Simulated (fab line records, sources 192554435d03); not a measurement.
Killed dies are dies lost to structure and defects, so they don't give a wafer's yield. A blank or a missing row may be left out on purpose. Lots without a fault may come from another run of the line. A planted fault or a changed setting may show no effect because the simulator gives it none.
Problem report in the 8D (eight disciplines) form, filled by code | flow n5_finfet | the parts of the form that need people (team, actions taken, sign-off) are left out

1. THE PROBLEM
time_to_endpoint_s at N5_BEOL_M1_CMP_52 reads a mean of 1.6 s on 9 wafers of 3 lots; wafers without a fault read 62.9 s with a standard deviation of 2.8. That is -22 standard deviations from the usual mean.
The step: polishes, stops on SiOC, t overpolish 6.8 s, target thk 40 nm.
First seen on wafer L257.4, day 10 18:08, on cmp-04. The record holds 30 wafers of 10 lots with a number at this step. Rule for "out", or "out of limits": more than 4 standard deviations from the usual mean. The other wafers with a number count as sound.

2. WHAT IT IS AND WHAT IT IS NOT
question                    | is                     | is not
which readings at this step | time_to_endpoint_s     | edge_zone_pressure_frac, motor_current_A, retaining_ring_pressure_frac
which lots                  | L257, L258, L259       | L242, L243, L247, L249, L260, L261, L263
which wafers of those lots  | all that have a number | -
read on which tools         | cmp-01, cmp-04         | cmp-02
when                        | from day 10 18:08      | up to then (12 sound wafers); but 9 sound wafers of L260, L261, L263 came after

3. SUSPECTS, AND WHAT RULES EACH OUT
Counting: a tool at a process step up to the reading stays a suspect if it ran every lot that is out and no sound lot after the first of them.
- ecd_cu-01 at N5_BEOL_M1_ECD_50 (material Cu, target thk 300 nm): ruled out as a lasting fault. Sound lots L260, L261, L263 ran on it after its first lot that is out, L257 (day 10 17:46).
Left after counting: nothing in the record.

4. THE CAUSE (what the simulator had put in)
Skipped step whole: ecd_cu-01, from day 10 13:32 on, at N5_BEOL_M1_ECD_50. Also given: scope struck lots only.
Counting ruled it out, wrongly: the rule takes a fault to strike every lot that its tool runs from its start on, and this one did not.

5. THE CHAIN OF EFFECTS, in route order
Each row: a reading whose mean over the struck wafers that have a number lies more than 3 standard deviations from the usual. Only readings for which the record gives a usual standard deviation are gone through. hours: the time from each lot's start at the first step in this table that gives one to its start at this step, as a median over the lots. sigmas: the change in usual standard deviations.
hours | step                    | reading              | usual  | on struck wafers | change | sigmas
0     | N5_BEOL_M1_CMP_52       | time_to_endpoint_s   | 62.9 s | 1.6              | -61.3  | -22
143   | N5_PASSIVATION_PROBE_49 | defect_limited_yield | 91.4 % | 0.0              | -91.4  | -57
143   | N5_PASSIVATION_PROBE_49 | killed_at_M0_to_M3   | 34     | 1107             | +1073  | +99 or more
143   | N5_PASSIVATION_PROBE_49 | killed_dies          | 101    | 1180             | +1079  | +57
143   | N5_PASSIVATION_PROBE_49 | killed_on_rim        | 13     | 152              | +139   | +34
143   | N5_PASSIVATION_PROBE_49 | sort_bin_5_function  | 5.0 %  | 96.2             | +91.2  | +91
143   | N5_PASSIVATION_PROBE_49 | sort_n_pass          | 1079   | 0                | -1079  | -57
The process steps in it:
- N5_BEOL_M1_CMP_52: polishes, stops on SiOC, t overpolish 6.8 s, target thk 40 nm.
- N5_PASSIVATION_PROBE_49

6. WHAT WOULD HAVE CAUGHT IT SOONER
In this record the first reading out of limits was taken at day 10 18:08, 5 hours after the fault began at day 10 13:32.
